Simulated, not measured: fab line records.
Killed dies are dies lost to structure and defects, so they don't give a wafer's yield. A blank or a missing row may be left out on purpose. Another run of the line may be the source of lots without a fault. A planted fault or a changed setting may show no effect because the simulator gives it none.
fab line records	flow nandHarc
record: lots: 5	wafers: 15	lastDay: 23
route steps=1159 shown P_STI@107 P_GATE@110 END@1159
lots untouched by any fault: they come from a run of this same line in which no faults occurred
startH: hours from the record's first day to the start of the lot's first wafer shown	waitH: hours from the lot's prior step to this one	" identical to the entry in the row above	L1.1+2: a single row standing in for several wafers	- no value present, or no start provided	* or withheld: withheld	< > ~ a bound
route shown NAME@n: a module of which the file shows steps, and the number in the route of the first	usual: mean/standard deviation of fault-free wafers	same: alike in all rows	chamber/n: place in a boat	sites: the reading at each site	_std_site: the standard deviation of these	_edge_site: mean of outer sites minus mean of inner sites	radiusMm: how far each site lies from the wafer's centre	mask NAME#n: copy n	behind: the most recent tool/chamber to have shaped the wafer	hold: the reason the lot was held/the length of the hold in hours/how it ended	device: names the non-switching transistor (n, p or np)	end of line: tests of these same wafers at the route's end	step lacking rows: just its recipe	killed: dies that structure and defects cost at the first sort, which is not the same as the wafer's yield	map: dies across one wafer; x = killed, . = not, _ = none there
set.NAME: setting as actually run; set.NAME@STEP: the setting as run at that earlier step	model.NAME: the simulator's own value behind a step, which no gauge read
a table for each step, a row for each wafer; lots at some steps of the route
services: the hour from which a tool's chamber was out of use, counted from the record's first day as startH (under 0 if before that day), plus the number of hours and why
== steps ==
step: NHARC_P_STI_SRD_39
step: NHARC_P_STI_OXIDE_40
recipe: targetThkA: 100	tempC: 900	oxTimeS: 1362	material: SiO2
step: NHARC_P_STI_INSPECT_25
usual: rawDefectCount: 190/86
lot.wafer	tool	chamber	startH	waitH	rawDefectCount
L557.1	defectInspect-02	-	72.34	0.4	259
L557.3	"	-	"	"	229
L557.4	"	-	"	"	161
L558.1	defectInspect-01	-	80.81	0.4	262
L558.4	"	-	"	"	174
L558.6	"	-	"	"	103
L569.3	defectInspect-01	-	144.70	0.4	285
L569.5	"	-	"	"	270
L569.6	"	-	"	"	296
L572.4	defectInspect-02	-	168.05	0.4	175
L572.5	"	-	"	"	271
L572.6	"	-	"	"	224
L573.2	defectInspect-01	-	175.07	0.4	195
L573.5	"	-	"	"	160
L573.6	"	-	"	"	162
step: NHARC_P_GATE_ETCH_69
recipe: targetDepthA: 140	chemistry: dHF	material: SiO2
step: NHARC_P_GATE_PRECLEAN_70
recipe: timeS: *	tempC: 50	bathAgeMin: 0	chemistry: SC1
step: NHARC_P_GATE_SRD_01
step: NHARC_P_GATE_OXIDE_02
recipe: targetThkA: 375	tempC: 950	pH2oTorr: 720	oxTimeS: 365	material: SiO2
step: NHARC_P_GATE_DEHYDRATE_03
recipe: tempC: 150	timeS: 120
step: NHARC_P_GATE_HMDS_04
recipe: timeS: 30
step: NHARC_P_GATE_COAT_05
recipe: spinRpm: 4690
step: NHARC_P_GATE_SOFTBAKE_06
recipe: tempC: 122	timeS: 95
step: NHARC_P_GATE_EBR_07
step: NHARC_P_GATE_EXPOSE_08
recipe: na: 0.6	doseMj: 16.75	maskId: P_HV
lot.wafer	tool	chamber	startH	waitH	mask
L557.1+3+4	krfScanner-02	0	80.22	-	P_HV#0
L558.1+4+6	krfScanner-04	0	88.87	-	P_NSD#0
L569.3+5+6	krfScanner-04	0	152.62	-	P_HV#0
L572.4+5+6	krfScanner-04	0	178.64	-	P_HV#0
L573.2+5+6	krfScanner-04	0	182.82	-	P_HV#0
step: NHARC_P_GATE_PEB_09
recipe: pebTempC: 118	pebTimeS: 85
step: NHARC_P_GATE_DEVELOP_10
recipe: timeS: 70
step: NHARC_P_GATE_CD_MEAS_11
recipe: targetCdNm: 1640	landingEnergyEv: 500
usual: cdNm: 1640.1/1.3
lot.wafer	tool	chamber	startH	waitH	cdNm
L557.1	cdSem-01	0	80.38	-	1640.2
L557.3	"	0	"	"	1639.8
L557.4	"	0	"	"	1640.5
L558.1	cdSem-01	0	89.03	-	-
L558.4	"	0	"	"	-
L558.6	"	0	"	"	-
L569.3	cdSem-01	0	152.77	-	1640.7
L569.5	"	0	"	"	1640.1
L569.6	"	0	"	"	1641.1
L572.4	cdSem-01	0	178.79	-	1640.4
L572.5	"	0	"	"	1639.3
L572.6	"	0	"	"	1640.6
L573.2	cdSem-01	0	182.97	-	1639.4
L573.5	"	0	"	"	1639.5
L573.6	"	0	"	"	1640.3
step: NHARC_P_GATE_HARDBAKE_12
recipe: tempC: 125	timeS: 80
step: NHARC_END_SORT_01
recipe: tempC: 25
usual: killedAtArray: 28/8.9	killedAtOther: 0.8/1.2	killedAtPeriphery: 3.3/2.3	killedDies: 32/9.4	killedOpen: 3.2/1.8	killedShort: 1.9/1.4
same: grossDies: 677
lot.wafer	tool	chamber	startH	waitH	hold	killedAtArray	killedAtOther	killedAtPeriphery	killedDies	killedOpen	killedShort
L558.1	prober-01	0	456.58	2.5	awaitDispo/5.6h/scrap	28	1	648	677	4	3
L558.4	prober-01	0	458.93	3.4	awaitDispo/5.6h/scrap	30	0	647	677	3	0
L558.6	prober-01	0	460.50	3.9	awaitDispo/5.6h/scrap	30	1	646	677	7	3
L557.1	prober-02	0	456.64	2.5	-	21	1	2	24	7	1
L557.3	prober-02	0	458.24	3.1	-	15	1	6	22	2	3
L557.4	prober-02	0	459.03	3.4	-	11	0	3	14	1	1
L573.2	prober-01	0	560.47	2.8	-	27	0	2	29	2	2
L573.5	prober-01	0	562.86	3.7	-	39	2	2	43	5	1
L573.6	prober-01	0	563.65	4.0	-	28	0	2	30	3	2
killed by level:class
L558.1 P_GATE:areaExpose=644 A_CHANNEL_HOLE_D1:chamberFilmFlake=10 A_SLIT:chamberFilmFlake=8 A_STAIRCASE:chamberFilmFlake=3 A_CONTACT:chamberFilmFlake=2 P_GATE:geometricParticle:open=1 P_M0:geometricParticle:open=1 A_CHANNEL_HOLE_D1:geometricParticle:short=1
L557.1 A_CHANNEL_HOLE_D1:chamberFilmFlake=4 A_CONTACT:chamberFilmFlake=4 A_BONDPAD:chamberFilmFlake=4 A_M0:geometricParticle:open=2 A_STAIRCASE:chamberFilmFlake=2 A_SLIT:chamberFilmFlake=2 P_CONTACT:geometricParticle:open=1 P_M0:geometricParticle:open=1
L557.3 A_BONDPAD:chamberFilmFlake=6 A_STAIRCASE:chamberFilmFlake=4 P_STI:chamberFilmFlake=3 P_CONTACT:geometricParticle:open=1 P_M0:geometricParticle:short=1 A_SGD_CUT:geometricParticle:short=1 A_WL_FILL:geometricParticle:open=1 A_CONTACT:geometricParticle:short=1
L558.4 P_GATE:areaExpose=645 A_CHANNEL_HOLE_D1:chamberFilmFlake=14 A_SLIT:chamberFilmFlake=11 A_CONTACT:geometricParticle:open=2 A_WL_FILL:geometricParticle:open=1 P_STI:chamberFilmFlake=1 P_BONDPAD:chamberFilmFlake=1 A_CHANNEL_FILL_D1:chamberFilmFlake=1
L557.4 A_BONDPAD:chamberFilmFlake=3 A_CHANNEL_HOLE_D1:chamberFilmFlake=3 A_CONTACT:chamberFilmFlake=3 P_ZERO_WELL:chamberFilmFlake=2 P_GATE:geometricParticle:open=1 A_SLIT:geometricParticle:short=1 A_STAIRCASE:chamberFilmFlake=1
L558.6 P_GATE:areaExpose=644 A_CHANNEL_HOLE_D1:chamberFilmFlake=12 A_SLIT:chamberFilmFlake=6 A_CONTACT:geometricParticle:open=3 A_CONTACT:chamberFilmFlake=3 A_WL_FILL:geometricParticle:open=2 P_CONTACT:geometricParticle:short=1 A_WL_FILL:geometricParticle:short=1
L573.2 A_SLIT:chamberFilmFlake=10 A_STAIRCASE:chamberFilmFlake=5 A_CHANNEL_HOLE_D1:chamberFilmFlake=4 A_CONTACT:chamberFilmFlake=3 A_M0:chamberFilmFlake=3 P_CONTACT:geometricParticle:short=1 P_CONTACT:geometricParticle:open=1 A_CHANNEL_HOLE_D1:geometricParticle:short=1
L573.5 A_SLIT:chamberFilmFlake=21 A_CHANNEL_HOLE_D1:chamberFilmFlake=5 A_CONTACT:chamberFilmFlake=4 A_CONTACT:geometricParticle:open=3 A_STAIRCASE:chamberFilmFlake=3 A_M0:chamberFilmFlake=2 P_CONTACT:geometricParticle:open=1 A_CHANNEL_FILL_D1:geometricParticle:open=1
L573.6 A_SLIT:chamberFilmFlake=10 A_STAIRCASE:chamberFilmFlake=7 A_CONTACT:chamberFilmFlake=3 A_M0:chamberFilmFlake=3 P_M0:geometricParticle:open=2 A_WL_FILL:geometricParticle:short=2 A_CHANNEL_HOLE_D1:chamberFilmFlake=2 A_CHANNEL_FILL_D1:geometricParticle:open=1
map L558.1 (x killed, . not)
____________x____________
_________xxxxxxx_________
_______xxxxxxxxxxx_______
______xxxxxxxxxxxxx______
_____xxxxxxxxxxxxxxx_____
____xxxxxxxxxxxxxxxxx____
____xxxxxxxxxxxxxxxxx____
___xxxxxxxxxxxxxxxxxxx___
___xxxxxxxxxxxxxxxxxxx___
__xxxxxxxxxxxxxxxxxxxxx__
__xxxxxxxxxxxxxxxxxxxxx__
_xxxxxxxxxxxxxxxxxxxxxxx_
_xxxxxxxxxxxxxxxxxxxxxxx_
_xxxxxxxxxxxxxxxxxxxxxxx_
_xxxxxxxxxxxxxxxxxxxxxxx_
_xxxxxxxxxxxxxxxxxxxxxxx_
xxxxxxxxxxxxxxxxxxxxxxxxx
xxxxxxxxxxxxxxxxxxxxxxxxx
xxxxxxxxxxxxxxxxxxxxxxxxx
xxxxxxxxxxxxxxxxxxxxxxxxx
xxxxxxxxxxxxxxxxxxxxxxxxx
_xxxxxxxxxxxxxxxxxxxxxxx_
_xxxxxxxxxxxxxxxxxxxxxxx_
_xxxxxxxxxxxxxxxxxxxxxxx_
_xxxxxxxxxxxxxxxxxxxxxxx_
_xxxxxxxxxxxxxxxxxxxxxxx_
__xxxxxxxxxxxxxxxxxxxxx__
__xxxxxxxxxxxxxxxxxxxxx__
___xxxxxxxxxxxxxxxxxxx___
___xxxxxxxxxxxxxxxxxxx___
____xxxxxxxxxxxxxxxxx____
____xxxxxxxxxxxxxxxxx____
_____xxxxxxxxxxxxxxx_____
______xxxxxxxxxxxxx______
_______xxxxxxxxxxx_______
_________xxxxxxx_________
____________x____________
map L573.5 (x killed, . not)
____________.____________
_________....xxx_________
_______.....xx.xxx_______
______.......xxxx..______
_____..x....xxxxx.x._____
____..........xxxx...____
____..........xx.x...____
___..........x........___
___...................___
__............x........__
__.....................__
_...................x..._
_......................._
_......................._
_......................._
_......................._
.........................
.........................
.................x.......
...x.....................
...x.............x..x.x..
_......................._
_..............x........_
_..................x...._
_..x........x..........._
_......................._
__..........x..........__
__..x..................__
___........x..........___
___...................___
____.................____
____.................____
_____.x............._____
______.............______
_______..........._______
_________......._________
____________.____________
== services ==
tool	chamber	startH	hours	kind
krfScanner-04	-	63.52	0.7	repair
krfScanner-04	0	84.12	-	calibration
krfScanner-04	-	126.00	4.0	pm
krfScanner-02	0	166.93	-	calibration
== key ==
firstSign: step: NHARC_P_GATE_EXPOSE_08	reading: mask	direction: changed
effect: step: NHARC_P_GATE_CD_MEAS_11	reading: cdNm	direction: missing
effect: step: NHARC_END_SORT_01	reading: killedAtPeriphery	direction: up	sigmas: 99+	usual: 3.3	struck: 647
moreKillsBornAt: NHARC_P_GATE_EXPOSE_08@krfScanner-04: 1933
metAt NHARC_P_GATE_EXPOSE_08
struckWafers L558.1,L558.4,L558.6
laterRowsLeftOut L558.1,L558.4,L558.6
testerLeftOut L558
fault: kind: wrongMask	tool: any	chamber: -	onsetH: 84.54	steps: NHARC_P_GATE_EXPOSE_08	auxCopy: P_NSD#0	scope: struckLotsOnly
testerLeftOut: of these lots the tester's yield and bins aren't shown, on N5 and GAA mostly nor the transistor test; their killed dies are dies lost to structure and defects alone, not to doping, threshold or leakage, so they don't give the yield
laterRowsLeftOut: the simulator's readings of these wafers behind a module that went badly wrong aren't trusted and aren't shown, but for the sort
